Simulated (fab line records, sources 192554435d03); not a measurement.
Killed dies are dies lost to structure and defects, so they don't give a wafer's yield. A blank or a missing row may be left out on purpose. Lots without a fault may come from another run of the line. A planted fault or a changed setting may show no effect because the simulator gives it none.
fab line records | flow n5_finfet
record lots=24 wafers=72 last_day=18
route steps=1938 shown FIN_SAQP@116
lots that met no fault: from a run of the same line without faults
start_h: hours from the record's first day to the start of the lot's first wafer shown | wait_h: hours since the lot's step before | " the same as in the row above | L1.1+2: a row that stands for several wafers | - no value, or no start given | * or withheld: withheld | < > ~ a bound
route shown NAME@n: a module of which the file shows steps, and the number in the route of the first | usual: mean/standard deviation of fault-free wafers | same: alike in all rows | chamber/n: place in a boat | sites: the reading at each site | _std_site: their standard deviation | _edge_site: outer sites' mean less inner sites' | radius_mm: how far each site lies from the wafer's centre | mask NAME#n: copy n | behind: the tool/chamber that last shaped the wafer | hold: why the lot was held/for how many hours/how that ended | device: the transistor (n, p or np) that didn't switch | end of line: the same wafers' tests at the end of the route | a step without rows: its recipe alone | killed: dies lost to structure and defects at the first sort, not the wafer's yield | map: a wafer's dies, x killed, . not, _ none there
set.NAME: the setting as run; set.NAME@STEP: as run at that earlier step | model.NAME: the simulator's own value behind a step, which no gauge read
steps of the route over a sample of lots; a table a step, a row a wafer
services: from which hour (start_h, from the record's first day; less than 0 if before it) a tool's chamber was out of use, for how many hours, and why
## steps
# step N5_FIN_SAQP_ETCH_52
# recipe chemistry=N2/H2 target=SOC target_depth_a=1000 overetch_a=200 mask_material=SiARC temp_c=40 time_s=150 ion_energy_ev=200 pressure_mtorr=30 source_w=840 bias_w=150 n2_flow_sccm=200 h2_flow_sccm=200 ends=end_point
# usual drypump_motor_current_A=5.6/0.63 n2_flow_sccm=200.1/0.53 oes_product_au=0.71/0.075 rf_vpp_V=522.0/1.6 showerhead_plenum_p_Torr=2.48/0.052 throttle_valve_pct=17.93/0.19
# columns lot.wafer tool chamber start_h wait_h drypump_motor_current_A n2_flow_sccm oes_product_au rf_hours_counter_h rf_vpp_V showerhead_plenum_p_Torr throttle_valve_pct
L074.2 rie_diel-06 2 23.90 0.0 5.4 200.0 0.68 169 520.4 2.44 18.11
L074.3 " 0 " " 5.2 199.5 0.84 6 522.3 2.50 17.78
L074.4 " 1 " " 4.9 199.6 0.79 42 522.2 2.49 17.77
L075.1 rie_diel-04 2 27.99 0.0 5.9 200.2 0.66 170 524.8 2.54 18.00
L075.3 " 0 " " 5.5 200.1 0.72 86 521.6 2.46 17.77
L075.5 " 2 " " 5.8 199.2 0.66 - 523.2 2.54 18.01
L076.1 rie_diel-03 0 34.66 0.0 5.0 199.9 0.60 242 525.1 2.61 18.30
L076.2 " 1 " " 6.6 200.0 0.65 171 521.6 2.44 18.20
L076.5 " 3 " " 6.5 199.2 0.63 - 519.4 2.39 17.86
L077.1 rie_diel-03 3 39.39 0.0 6.5 200.0 0.63 230 521.0 2.39 17.86
L077.2 " 2 " " 4.8 199.0 0.63 240 523.9 2.53 17.93
L077.3 " 1 " " 6.6 201.2 0.64 173 521.9 2.44 18.20
L078.3 rie_diel-06 1 46.07 0.0 4.8 199.5 0.78 48 521.6 2.49 17.79
L078.5 " 2 " " 5.4 200.1 0.67 - 520.2 2.44 18.11
L078.6 " 1 " " 4.8 201.0 0.78 - 523.0 2.49 17.78
L079.1 rie_diel-06 3 52.10 0.0 6.7 200.2 0.64 224 522.6 2.50 18.09
L079.4 " 2 " " 5.4 200.3 0.68 178 521.5 2.44 18.11
L079.6 " 3 " " 6.7 199.9 0.64 - 523.0 2.50 18.07
L080.2 rie_diel-06 3 58.69 0.0 6.7 199.6 0.64 227 521.2 2.50 18.09
L080.4 " 2 " " 5.4 200.1 0.66 180 519.9 2.44 18.12
L080.5 " 1 " " 4.8 199.7 0.78 - 522.2 2.49 17.80
L081.1 rie_diel-03 1 64.89 0.0 6.6 199.6 0.64 183 520.6 2.44 18.21
L081.2 " 3 " " 6.5 199.7 0.62 241 520.6 2.39 17.87
L081.3 " 2 " " 4.8 198.9 0.62 250 523.1 2.52 17.95
L082.1 rie_diel-03 3 70.64 0.0 6.5 199.9 0.63 242 519.2 2.39 17.87
L082.3 " 1 " " 6.6 199.3 0.63 185 520.3 2.44 18.20
L082.6 " 1 " " 6.6 200.5 0.64 - 521.4 2.44 18.20
L083.2 rie_diel-06 1 76.07 0.0 4.8 198.8 0.77 57 521.3 2.49 17.79
L083.5 " 3 " " 6.7 200.4 0.64 - 522.9 2.50 18.10
L083.6 " 2 " " 5.4 201.7 0.67 - 520.7 2.43 18.14
L084.3 rie_diel-04 0 83.81 0.0 5.5 200.4 0.69 110 521.4 2.45 17.80
L084.5 " 1 " " 6.2 200.5 0.80 - 523.9 2.50 17.51
L084.6 " 2 " " 5.8 200.2 0.65 - 524.6 2.53 18.04
L085.1 rie_diel-06 1 87.64 0.0 4.9 201.3 0.77 61 520.5 2.48 17.80
L085.2 " 2 " " 5.4 199.5 0.66 189 519.9 2.43 18.13
L085.5 " 1 " " 4.9 199.9 0.77 - 522.2 2.48 17.80
L086.1 rie_diel-03 1 94.46 0.0 6.6 200.0 0.63 197 520.2 2.43 18.24
L086.3 " 0 " " 5.0 200.0 0.85 8 525.7 2.60 17.81
L086.4 " 0 " " 5.0 199.9 0.85 - 525.4 2.60 17.83
L087.2 rie_diel-06 2 100.48 0.0 5.4 199.9 0.66 193 521.4 2.43 18.13
L087.3 " 3 " " 6.7 199.7 0.63 238 522.2 2.50 18.12
L087.4 " 1 " " 4.8 200.2 0.76 64 522.0 2.48 17.81
L088.2 rie_diel-04 2 106.19 0.0 5.8 199.3 0.64 198 522.9 2.52 18.06
L088.5 " 3 " " 5.6 200.9 0.79 - 521.8 2.47 17.85
L088.6 " 2 " " 5.9 199.9 0.64 - 523.4 2.52 18.06
L089.2 rie_diel-04 3 113.00 0.0 5.7 199.8 0.78 40 522.6 2.47 17.85
L089.3 " 1 " " 6.1 200.5 0.79 31 522.1 2.49 17.53
L089.6 " 3 " " 5.7 200.5 0.79 - 521.7 2.47 17.86
L090.1 rie_diel-04 1 118.34 0.0 6.1 199.7 0.78 32 522.5 2.49 17.53
L090.2 " 2 " " 5.8 200.1 0.63 202 522.2 2.52 18.07
L090.3 " 3 " " 5.6 200.2 0.78 41 521.2 2.47 17.88
L091.2 rie_diel-06 0 123.75 0.0 5.2 199.8 0.78 40 522.2 2.49 17.85
L091.4 " 1 " " 4.8 199.7 0.75 73 521.9 2.48 17.82
L091.5 " 1 " " 4.8 199.4 0.75 - 521.7 2.48 17.82
L092.1 rie_diel-06 0 130.29 0.0 5.2 200.8 0.78 41 520.5 2.49 17.85
L092.4 " 2 " " 5.4 199.1 0.65 203 520.7 2.43 18.17
L092.6 " 1 " " 4.8 200.4 0.75 - 522.5 2.48 17.84
L093.1 rie_diel-04 0 136.61 0.0 5.5 199.7 0.68 130 520.5 2.45 17.84
L093.3 " 1 " " 6.1 200.0 0.78 35 521.5 2.49 17.55
L093.5 " 3 " " 5.7 199.7 0.77 - 522.7 2.47 17.89
L094.1 rie_diel-06 2 143.23 0.0 5.4 199.8 0.65 210 521.8 2.42 18.18
L094.2 " 1 " " 4.9 200.3 0.74 81 521.1 2.48 17.85
L094.5 " 0 " " 5.2 199.8 0.76 - 521.4 2.48 17.87
L095.2 rie_diel-06 0 149.04 0.0 5.1 200.1 0.77 50 521.1 2.48 17.86
L095.3 " 2 " " 5.4 199.5 0.65 212 520.7 2.42 18.17
L095.5 " 2 " " 5.4 200.1 0.65 - 519.8 2.42 18.17
L096.2 rie_diel-04 2 154.91 0.0 5.9 200.9 0.62 218 523.1 2.52 18.06
L096.4 " 3 " " 5.7 199.9 0.76 - 521.9 2.46 17.89
L096.6 " 1 " " 6.1 200.8 0.78 - 523.4 2.49 17.56
L097.2 rie_diel-03 1 160.02 0.0 6.6 200.3 0.61 222 520.6 2.42 18.27
L097.3 " 3 " " 6.5 200.9 0.82 14 527.9 2.70 17.40
L097.6 " 3 " " 6.5 200.4 0.81 - 528.7 2.70 17.42
# step N5_FIN_SAQP_MANDREL_ETCH_22
# recipe target_depth_a=600 chemistry=HBr/Cl2 target=a-Si stop_on=SiNx bt_time_s=10 over_etch_frac=0.5 time_s=30 pressure_mtorr=10 icp_w=800 bias_w=75 HBr_flow_sccm=150 Cl2_flow_sccm=80 ends=end_point
# usual drypump_motor_current_A=5.9/0.34 oes_product_au=0.765/0.015 throttle_valve_pct=35.4/0.4
# columns lot.wafer tool chamber start_h wait_h drypump_motor_current_A oes_product_au rf_hours_counter_h throttle_valve_pct
L074.2 rie_si-04 2 24.09 0.0 6.0 0.767 24 35.8
L074.3 " 1 " " 6.0 0.726 64 35.4
L074.4 " 0 " " 6.5 0.783 0 35.6
L075.1 rie_si-02 0 28.19 0.0 5.7 0.768 39 36.1
L075.3 " 1 " " 5.8 0.749 75 34.9
L075.5 " 0 " " 5.7 0.765 - 36.0
L076.1 rie_si-02 0 34.86 0.0 5.7 0.751 39 36.1
L076.2 " 3 " " 5.6 0.771 2 34.9
L076.5 " 3 " " 5.6 0.782 - 34.8
L077.1 rie_si-02 3 39.58 0.0 5.7 0.775 2 34.9
L077.2 " 0 " " 5.7 0.762 39 36.1
L077.3 " 1 " " 5.8 0.737 75 35.0
L078.3 rie_si-02 0 46.26 0.0 5.7 0.769 39 36.0
L078.5 " 0 " " 5.7 0.775 - 36.0
L078.6 " 1 " " 5.8 0.747 - 34.9
L079.1 rie_si-02 3 52.29 0.0 5.7 0.773 2 34.9
L079.4 " 2 " " 5.2 0.769 6 35.5
L079.6 " 0 " " 5.6 0.775 - 36.1
L080.2 rie_si-02 1 58.89 0.0 5.8 0.758 76 34.9
L080.4 " 3 " " 5.7 0.771 2 34.9
L080.5 " 1 " " 5.8 0.748 - 34.9
L081.1 rie_si-02 1 65.08 0.0 5.8 0.754 76 35.0
L081.2 " 0 " " 5.7 0.770 39 36.0
L081.3 " 2 " " 5.2 0.764 6 35.5
L082.1 rie_si-02 3 70.83 0.0 5.6 0.765 3 34.9
L082.3 " 2 " " 5.2 0.759 6 35.5
L082.6 " 1 " " 5.8 0.753 - 34.9
L083.2 rie_si-02 1 76.26 0.0 5.8 0.753 76 34.9
L083.5 " 0 " " 5.7 0.763 - 36.0
L083.6 " 1 " " 5.8 0.745 - 34.9
L084.3 rie_si-03 1 84.00 0.0 5.7 0.775 6 35.6
L084.5 " 2 " " 5.6 0.771 - 34.4
L084.6 " 3 " " 6.1 0.769 - 35.2
L085.1 rie_si-03 2 87.83 0.0 5.5 0.772 58 34.4
L085.2 " 1 " " 5.7 0.770 6 35.6
L085.5 " 1 " " 5.7 0.781 - 35.6
L086.1 rie_si-04 3 94.65 0.0 6.0 0.778 50 35.4
L086.3 " 2 " " 6.0 0.762 25 35.8
L086.4 " 0 " " 6.5 0.765 1 35.7
L087.2 rie_si-02 1 100.67 0.0 5.8 0.737 77 35.0
L087.3 " 3 " " 5.7 0.766 3 34.9
L087.4 " 0 " " 5.7 0.779 40 36.0
L088.2 rie_si-04 0 106.39 0.0 6.5 0.773 2 35.7
L088.5 " 3 " " 6.0 0.791 - 35.4
L088.6 " 0 " " 6.5 0.779 - 35.6
L089.2 rie_si-03 0 113.19 0.0 6.0 0.792 28 35.7
L089.3 " 3 " " 6.1 0.745 3 35.3
L089.6 " 1 " " 5.6 0.778 - 35.6
L090.1 rie_si-04 3 118.53 0.0 6.0 0.776 50 35.4
L090.2 " 0 " " 6.5 0.771 2 35.7
L090.3 " 1 " " 5.9 0.740 66 35.4
L091.2 rie_si-02 3 123.95 0.0 5.6 0.768 4 34.9
L091.4 " 2 " " 5.2 0.763 7 35.5
L091.5 " 0 " " 5.7 0.777 - 36.1
L092.1 rie_si-04 2 130.48 0.0 5.9 0.764 26 35.8
L092.4 " 3 " " 6.0 0.771 50 35.4
L092.6 " 0 " " 6.5 0.767 - 35.7
L093.1 rie_si-04 1 136.81 0.0 5.9 0.732 66 35.4
L093.3 " 3 " " 6.0 0.762 51 35.4
L093.5 " 1 " " 5.9 0.748 - 35.4
L094.1 rie_si-04 0 143.42 0.0 6.5 0.774 2 35.7
L094.2 " 3 " " 6.0 0.779 51 35.4
L094.5 " 0 " " 6.5 0.784 - 35.6
L095.2 rie_si-04 2 149.23 0.0 6.0 0.768 26 35.8
L095.3 " 3 " " 6.0 0.754 51 35.4
L095.5 " 1 " " 5.9 0.740 - 35.4
L096.2 rie_si-04 1 155.10 0.0 5.9 0.725 66 35.4
L096.4 " 3 " " 6.0 0.781 51 35.4
L096.6 " 2 " " 5.9 0.764 - 35.8
L097.2 rie_si-04 1 160.22 0.0 5.9 0.737 67 35.4
L097.3 " 2 " " 6.0 0.770 26 35.8
L097.6 " 0 " " 6.6 0.770 - 35.7
# step N5_FIN_SAQP_RECESS_75
# recipe chemistry=HF/NH3 target=SiO2 target_depth_a=144 afs_cycles=3 temp_c=30 sublimation_temp_c=180 sublimation_time_s=60
# usual drypump_motor_current_A=5.42/0.18 foreline_p_Torr=0.1279/0.00053
# columns lot.wafer tool chamber start_h wait_h drypump_motor_current_A foreline_p_Torr
L074.2 vapor_etch-02 0 24.52 0.0 6.02 0.1280
L074.3 " 0 " " 6.02 0.1279
L074.4 " 1 " " 5.40 0.1283
L075.1 vapor_etch-01 1 28.61 0.0 5.51 0.1285
L075.3 " 1 " " 5.53 0.1283
L075.5 " 1 " " 5.58 0.1275
L076.1 vapor_etch-02 1 35.28 0.0 5.37 0.1284
L076.2 " 0 " " 6.00 0.1282
L076.5 " 1 " " 5.38 0.1281
L077.1 vapor_etch-02 0 40.00 0.0 6.04 0.1277
L077.2 " 1 " " 5.38 0.1274
L077.3 " 1 " " 5.41 0.1273
L078.3 vapor_etch-02 1 46.93 0.3 5.37 0.1289
L078.5 " 1 " " 5.36 0.1285
L078.6 " 1 " " 5.37 0.1282
L079.1 vapor_etch-02 1 52.77 0.0 5.35 0.1276
L079.4 " 1 " " 5.36 0.1284
L079.6 " 1 " " 5.34 0.1284
L080.2 vapor_etch-02 1 59.49 0.2 5.37 0.1279
L080.4 " 1 " " 5.39 0.1288
L080.5 " 1 " " 5.38 0.1282
L081.1 vapor_etch-01 1 65.50 0.0 5.54 0.1281
L081.2 " 0 " " 5.24 0.1278
L081.3 " 1 " " 5.56 0.1278
L082.1 vapor_etch-02 1 71.26 0.0 5.38 0.1279
L082.3 " 1 " " 5.38 0.1275
L082.6 " 1 " " 5.37 0.1277
L083.2 vapor_etch-02 1 76.86 0.2 5.39 0.1270
L083.5 " 1 " " 5.36 0.1273
L083.6 " 1 " " 5.36 0.1275
L084.3 vapor_etch-01 0 84.85 0.5 5.23 0.1277
L084.5 " 1 " " 5.45 0.1282
L084.6 " 0 " " 5.26 0.1278
L085.1 vapor_etch-02 1 88.27 0.0 5.37 0.1272
L085.2 " 1 " " 5.36 0.1274
L085.5 " 1 " " 5.37 0.1271
L086.1 vapor_etch-02 1 95.08 0.0 5.36 0.1273
L086.3 " 1 " " 5.38 0.1280
L086.4 " 1 " " 5.36 0.1278
L087.2 vapor_etch-01 1 101.27 0.2 5.52 0.1279
L087.3 " 0 " " 5.25 0.1282
L087.4 " 1 " " 5.52 0.1282
L088.2 vapor_etch-01 0 107.00 0.0 5.24 0.1269
L088.5 " 0 " " 5.24 0.1275
L088.6 " 1 " " 5.51 0.1279
L089.2 vapor_etch-02 1 114.29 0.5 5.38 0.1283
L089.3 " 1 " " 5.41 0.1276
L089.6 " 1 " " 5.40 0.1267
L090.1 vapor_etch-01 0 118.95 0.0 5.25 0.1278
L090.2 " 1 " " 5.51 0.1280
L090.3 " 0 " " 5.24 0.1275
L091.2 vapor_etch-02 1 124.49 0.1 5.38 0.1285
L091.4 " 1 " " 5.41 0.1270
L091.5 " 1 " " 5.39 0.1283
L092.1 vapor_etch-02 1 131.25 0.0 5.40 0.1277
L092.4 " 1 " " 5.39 0.1264
L092.6 " 1 " " 5.40 0.1284
L093.1 vapor_etch-02 1 137.23 0.0 5.37 0.1279
L093.3 " 1 " " 5.37 0.1281
L093.5 " 1 " " 5.38 0.1277
L094.1 vapor_etch-01 1 143.85 0.0 5.53 0.1284
L094.2 " 0 " " 5.24 0.1276
L094.5 " 1 " " 5.51 0.1272
L095.2 vapor_etch-01 0 149.90 0.3 5.24 0.1284
L095.3 " 1 " " 5.51 0.1274
L095.5 " 1 " " 5.52 0.1272
L096.2 vapor_etch-01 0 155.62 0.1 5.23 0.1278
L096.4 " 1 " " 5.50 0.1275
L096.6 " 1 " " 5.47 0.1271
L097.2 vapor_etch-01 1 160.66 0.0 5.49 0.1280
L097.3 " 0 " " 5.23 0.1285
L097.6 " 1 " " 5.50 0.1289
# step N5_FIN_SAQP_CD_MEAS_27
# recipe target_cd_nm=20 landing_energy_ev=1000 detector=se_inlens polarity=line
# usual cd_nm=20.36/0.23
# columns lot.wafer tool chamber start_h wait_h cd_nm
L074.2 cd_sem-01 0 25.91 0.1 20.62
L074.3 " 0 " " 20.30
L074.4 " 0 " " 20.23
L075.1 cd_sem-01 0 29.91 0.1 20.35
L075.3 " 0 " " 20.31
L075.5 " 0 " " 20.36
L076.1 cd_sem-01 0 36.57 0.1 20.37
L076.2 " 0 " " 20.63
L076.5 " 0 " " 20.15
L077.1 cd_sem-01 0 41.33 0.1 20.41
L077.2 " 0 " " 20.36
L077.3 " 0 " " 20.43
L078.3 cd_sem-03 0 48.46 0.1 20.38
L078.5 " 0 " " 20.43
L078.6 " 0 " " 20.20
L079.1 cd_sem-02 0 55.51 0.1 19.99
L079.4 " 0 " " 19.93
L079.6 " 0 " " 20.44
L080.2 cd_sem-03 0 61.21 0.1 20.19
L080.4 " 0 " " 20.32
L080.5 " 0 " " 20.21
L081.1 cd_sem-03 0 66.80 0.1 20.45
L081.2 " 0 " " 20.70
L081.3 " 0 " " 20.08
L082.1 cd_sem-01 0 72.95 0.1 20.60
L082.3 " 0 " " 20.98
L082.6 " 0 " " 19.98
L083.2 cd_sem-03 0 78.40 0.1 20.46
L083.5 " 0 " " 20.03
L083.6 " 0 " " 20.61
L084.3 cd_sem-03 0 86.28 0.1 20.33
L084.5 " 0 " " 19.96
L084.6 " 0 " " 20.17
L085.1 cd_sem-02 0 89.94 0.1 20.40
L085.2 " 0 " " 20.33
L085.5 " 0 " " 20.49
L086.1 cd_sem-02 0 97.98 0.1 19.99
L086.3 " 0 " " 20.93
L086.4 " 0 " " 20.49
L087.2 cd_sem-02 0 103.31 0.1 20.57
L087.3 " 0 " " 20.34
L087.4 " 0 " " 20.12
L088.2 cd_sem-01 0 108.30 0.1 20.92
L088.5 " 0 " " 20.31
L088.6 " 0 " " 20.64
L089.2 cd_sem-01 0 115.83 0.1 20.18
L089.3 " 0 " " 20.23
L089.6 " 0 " " 20.06
L090.1 cd_sem-01 0 120.34 0.1 20.44
L090.2 " 0 " " 20.50
L090.3 " 0 " " 20.30
L091.2 cd_sem-02 0 126.03 0.1 20.35
L091.4 " 0 " " 20.52
L091.5 " 0 " " 20.46
L092.1 cd_sem-03 0 132.91 0.1 20.59
L092.4 " 0 " " 20.31
L092.6 " 0 " " 20.39
L093.1 cd_sem-03 0 139.20 0.1 20.49
L093.3 " 0 " " 20.09
L093.5 " 0 " " 20.24
L094.1 cd_sem-02 0 145.27 0.1 20.15
L094.2 " 0 " " 20.89
L094.5 " 0 " " 20.56
L095.2 cd_sem-01 0 151.42 0.1 20.52
L095.3 " 0 " " 20.52
L095.5 " 0 " " 20.60
L096.2 cd_sem-01 0 156.92 0.1 20.37
L096.4 " 0 " " 20.18
L096.6 " 0 " " 19.98
L097.2 cd_sem-03 0 162.50 0.1 20.31
L097.3 " 0 " " 19.95
L097.6 " 0 " " 20.06
# step N5_FIN_SAQP_ETCH_65
# recipe chemistry=CF4 target=SiO2 target_depth_a=40 ion_energy_ev=350 time_s=4.4 pressure_mtorr=10 icp_w=800 bias_w=400 cf4_flow_sccm=80
# usual drypump_motor_current_A=5.8/0.31 oes_product_au=1.000/0.03 throttle_valve_pct=21.77/0.29
# columns lot.wafer tool chamber start_h wait_h drypump_motor_current_A oes_product_au rf_hours_counter_h throttle_valve_pct
L074.2 rie_si-03 0 26.10 0.1 6.0 1.063 26 21.91
L074.3 " 2 " " 5.5 1.002 56 21.20
L074.4 " 1 " " 5.7 1.028 4 21.94
L075.1 rie_si-03 0 30.13 0.1 6.0 1.067 26 21.90
L075.3 " 2 " " 5.5 0.998 56 21.21
L075.5 " 0 " " 6.1 1.058 - 21.89
L076.1 rie_si-02 0 36.75 0.1 5.7 1.006 39 22.15
L076.2 " 3 " " 5.6 1.004 2 21.61
L076.5 " 3 " " 5.6 1.005 - 21.60
L077.1 rie_si-04 3 41.51 0.1 5.9 1.022 49 21.88
L077.2 " 2 " " 6.0 1.000 24 22.13
L077.3 " 1 " " 5.9 0.945 65 21.66
L078.3 rie_si-02 3 48.74 0.1 5.6 1.009 2 21.59
L078.5 " 0 " " 5.6 1.014 - 22.12
L078.6 " 1 " " 5.8 0.971 - 21.26
L079.1 rie_si-04 3 55.67 0.1 6.0 1.020 49 21.88
L079.4 " 2 " " 6.0 0.990 25 22.13
L079.6 " 2 " " 6.0 0.983 - 22.13
L080.2 rie_si-02 2 61.44 0.1 5.2 1.020 6 21.79
L080.4 " 1 " " 5.8 0.967 76 21.24
L080.5 " 0 " " 5.7 1.006 - 22.14
L081.1 rie_si-04 3 66.96 0.1 6.0 1.025 49 21.88
L081.2 " 2 " " 5.9 1.000 25 22.14
L081.3 " 1 " " 5.9 0.942 65 21.65
L082.1 rie_si-03 1 73.11 0.1 5.6 1.022 5 21.97
L082.3 " 0 " " 6.0 1.057 27 21.89
L082.6 " 1 " " 5.6 1.022 - 21.97
L083.2 rie_si-04 1 78.56 0.1 5.9 0.947 65 21.66
L083.5 " 1 " " 5.9 0.952 - 21.66
L083.6 " 2 " " 6.0 0.988 - 22.15
L084.3 rie_si-02 0 86.46 0.1 5.7 1.003 40 22.13
L084.5 " 1 " " 5.8 0.964 - 21.24
L084.6 " 0 " " 5.7 1.001 - 22.13
L085.1 rie_si-02 3 90.10 0.1 5.6 1.004 3 21.60
L085.2 " 2 " " 5.2 1.015 7 21.80
L085.5 " 0 " " 5.7 1.006 - 22.15
L086.1 rie_si-04 0 98.14 0.1 6.5 1.019 1 21.94
L086.3 " 3 " " 6.0 1.025 50 21.86
L086.4 " 1 " " 5.9 0.949 65 21.64
L087.2 rie_si-04 1 103.58 0.1 5.9 0.946 66 21.66
L087.3 " 3 " " 5.9 1.018 50 21.89
L087.4 " 0 " " 6.5 1.002 2 21.94
L088.2 rie_si-02 1 108.54 0.1 5.8 0.964 77 21.25
L088.5 " 3 " " 5.7 1.008 - 21.60
L088.6 " 2 " " 5.2 1.014 - 21.81
L089.2 rie_si-03 1 116.11 0.1 5.7 1.035 6 21.98
L089.3 " 0 " " 6.0 1.064 28 21.90
L089.6 " 2 " " 5.6 0.998 - 21.20
L090.1 rie_si-02 1 120.50 0.1 5.8 0.967 77 21.26
L090.2 " 3 " " 5.7 1.006 4 21.59
L090.3 " 2 " " 5.2 1.018 7 21.80
L091.2 rie_si-02 1 126.18 0.1 5.8 0.967 77 21.27
L091.4 " 2 " " 5.2 1.005 7 21.79
L091.5 " 0 " " 5.7 1.001 - 22.13
L092.1 rie_si-03 0 133.16 0.1 6.0 1.050 28 21.89
L092.4 " 3 " " 6.1 0.956 4 21.78
L092.6 " 0 " " 6.0 1.060 - 21.90
L093.1 rie_si-03 1 139.35 0.1 5.6 1.019 7 21.95
L093.3 " 0 " " 6.0 1.061 28 21.91
L093.5 " 2 " " 5.5 1.003 - 21.18
L094.1 rie_si-03 3 145.43 0.1 6.1 0.961 4 21.78
L094.2 " 2 " " 5.6 0.997 59 21.22
L094.5 " 3 " " 6.1 0.964 - 21.80
L095.2 rie_si-03 3 151.68 0.1 6.1 0.958 4 21.79
L095.3 " 2 " " 5.5 1.000 59 21.20
L095.5 " 0 " " 6.0 1.063 - 21.91
L096.2 rie_si-04 3 157.07 0.1 6.0 1.018 51 21.86
L096.4 " 1 " " 5.9 0.935 66 21.65
L096.6 " 3 " " 6.0 1.016 - 21.88
L097.2 rie_si-04 1 163.06 0.1 5.9 0.953 67 21.64
L097.3 " 2 " " 6.0 0.992 26 22.13
L097.6 " 0 " " 6.5 1.029 - 21.92
# step N5_FIN_SAQP_ETCH_64
# recipe chemistry=CF4 target=SiO2 target_depth_a=15 ion_energy_ev=350 pressure_mtorr=10 icp_w=800 bias_w=400 cf4_flow_sccm=80
# usual drypump_motor_current_A=5.82/0.3 oes_product_au=1.00/0.033 throttle_valve_pct=21.75/0.29
# columns lot.wafer tool chamber start_h wait_h drypump_motor_current_A oes_product_au rf_hours_counter_h throttle_valve_pct
L074.2 rie_si-03 0 27.88 0.0 6.04 1.07 26 21.91
L074.3 " 1 " " 5.66 1.02 4 21.98
L074.4 " 3 " " 6.08 0.97 2 21.77
L075.1 rie_si-04 1 31.84 0.0 5.93 0.93 64 21.65
L075.3 " 0 " " 6.53 1.02 0 21.94
L075.5 " 2 " " 5.97 0.99 - 22.15
L076.1 rie_si-04 0 38.47 0.0 6.54 1.01 0 21.92
L076.2 " 1 " " 5.91 0.93 65 21.64
L076.5 " 2 " " 6.00 0.99 - 22.12
L077.1 rie_si-03 2 43.66 0.0 5.57 1.00 57 21.19
L077.2 " 1 " " 5.65 1.03 5 21.96
L077.3 " 0 " " 6.08 1.05 26 21.91
L078.3 rie_si-03 3 50.97 0.0 6.07 0.95 2 21.77
L078.5 " 1 " " 5.63 1.02 - 21.96
L078.6 " 2 " " 5.52 1.00 - 21.20
L079.1 rie_si-04 0 58.00 0.0 6.54 1.02 1 21.91
L079.4 " 2 " " 5.97 1.00 25 22.13
L079.6 " 0 " " 6.52 1.03 - 21.92
L080.2 rie_si-03 0 63.57 0.0 6.03 1.06 27 21.91
L080.4 " 1 " " 5.62 1.02 5 21.98
L080.5 " 1 " " 5.67 1.02 - 21.97
L081.1 rie_si-03 3 68.81 0.0 6.06 0.95 2 21.77
L081.2 " 2 " " 5.54 1.00 57 21.21
L081.3 " 1 " " 5.64 1.01 5 21.96
L082.1 rie_si-03 1 74.93 0.0 5.64 1.01 5 21.96
L082.3 " 3 " " 6.06 0.95 2 21.77
L082.6 " 3 " " 6.07 0.95 - 21.77
L083.2 rie_si-03 2 80.75 0.0 5.53 0.99 57 21.17
L083.5 " 2 " " 5.50 1.00 - 21.21
L083.6 " 1 " " 5.66 1.01 - 21.96
L084.3 rie_si-04 3 88.50 0.0 6.01 1.02 50 21.86
L084.5 " 2 " " 5.95 0.98 - 22.14
L084.6 " 3 " " 6.05 1.01 - 21.88
L085.1 rie_si-04 3 92.68 0.0 6.01 1.02 50 21.87
L085.2 " 0 " " 6.53 1.01 1 21.93
L085.5 " 3 " " 6.02 1.01 - 21.87
L086.1 rie_si-04 1 101.75 0.0 5.93 0.94 66 21.64
L086.3 " 2 " " 5.96 0.99 25 22.14
L086.4 " 3 " " 6.02 1.02 50 21.86
L087.2 rie_si-02 0 105.78 0.0 5.70 1.00 40 22.13
L087.3 " 3 " " 5.65 1.01 3 21.58
L087.4 " 1 " " 5.80 0.97 77 21.27
L088.2 rie_si-02 2 110.41 0.0 5.20 1.01 7 21.78
L088.5 " 2 " " 5.23 1.01 - 21.80
L088.6 " 3 " " 5.67 1.00 - 21.59
L089.2 rie_si-02 0 118.22 0.0 5.67 1.00 40 22.15
L089.3 " 2 " " 5.22 1.01 7 21.79
L089.6 " 2 " " 5.22 1.02 - 21.80
L090.1 rie_si-03 1 122.36 0.0 5.63 1.01 6 21.98
L090.2 " 0 " " 6.00 1.07 28 21.92
L090.3 " 2 " " 5.48 1.01 58 21.20
L091.2 rie_si-03 2 128.37 0.0 5.57 1.00 58 21.18
L091.4 " 1 " " 5.65 1.02 6 21.98
L091.5 " 1 " " 5.68 1.03 - 21.99
L092.1 rie_si-02 0 135.29 0.1 5.65 1.01 41 22.13
L092.4 " 1 " " 5.78 0.96 77 21.25
L092.6 " 0 " " 5.69 1.00 - 22.11
L093.1 rie_si-03 0 141.45 0.0 6.02 1.06 28 21.91
L093.3 " 3 " " 6.07 0.97 4 21.78
L093.5 " 2 " " 5.54 1.01 - 21.20
L094.1 rie_si-02 2 147.13 0.0 5.21 1.01 8 21.79
L094.2 " 1 " " 5.79 0.96 77 21.25
L094.5 " 1 " " 5.79 0.96 - 21.25
L095.2 rie_si-02 0 153.52 0.0 5.68 1.00 41 22.12
L095.3 " 2 " " 5.22 1.01 8 21.80
L095.5 " 1 " " 5.78 0.96 - 21.25
L096.2 rie_si-03 1 158.77 0.0 5.65 1.03 7 21.97
L096.4 " 2 " " 5.55 1.01 59 21.20
L096.6 " 3 " " 6.05 0.97 - 21.78
L097.2 rie_si-03 0 164.76 0.0 6.07 1.05 29 21.90
L097.3 " 2 " " 5.54 1.00 59 21.19
L097.6 " 0 " " 5.99 1.05 - 21.90
## services
# columns tool chamber start_h hours kind
rie_diel-03 0 11.54 4.0 repair
rie_diel-04 1 15.77 - clean
rie_diel-04 1 15.77 - consumable_replace:focus_ring
rie_diel-04 1 15.77 18.7 scheduled_down
rie_diel-04 1 15.77 18.7 vent_cycle
rie_diel-04 2 31.94 2.5 repair
vapor_etch-02 0 44.10 182.4 repair
rie_diel-03 0 54.03 - clean
rie_diel-03 0 54.03 - consumable_replace:focus_ring
rie_diel-03 0 54.03 24.2 scheduled_down
rie_diel-03 0 54.03 24.2 vent_cycle
rie_diel-03 2 78.36 - clean
rie_diel-03 2 78.36 - consumable_replace:focus_ring
rie_si-03 - 81.65 0.4 repair
rie_diel-06 3 81.71 6.0 repair
vapor_etch-02 - 84.35 0.6 repair
rie_diel-03 - 97.60 2.8 pm
vapor_etch-01 - 108.14 0.2 repair
rie_diel-04 1 120.81 9.9 repair
rie_diel-06 3 135.20 - clean
rie_diel-06 3 135.20 - consumable_replace:focus_ring
rie_diel-06 3 135.20 16.4 scheduled_down
rie_diel-06 3 135.20 16.4 vent_cycle
rie_diel-04 0 148.13 8.1 repair
## key
fault none
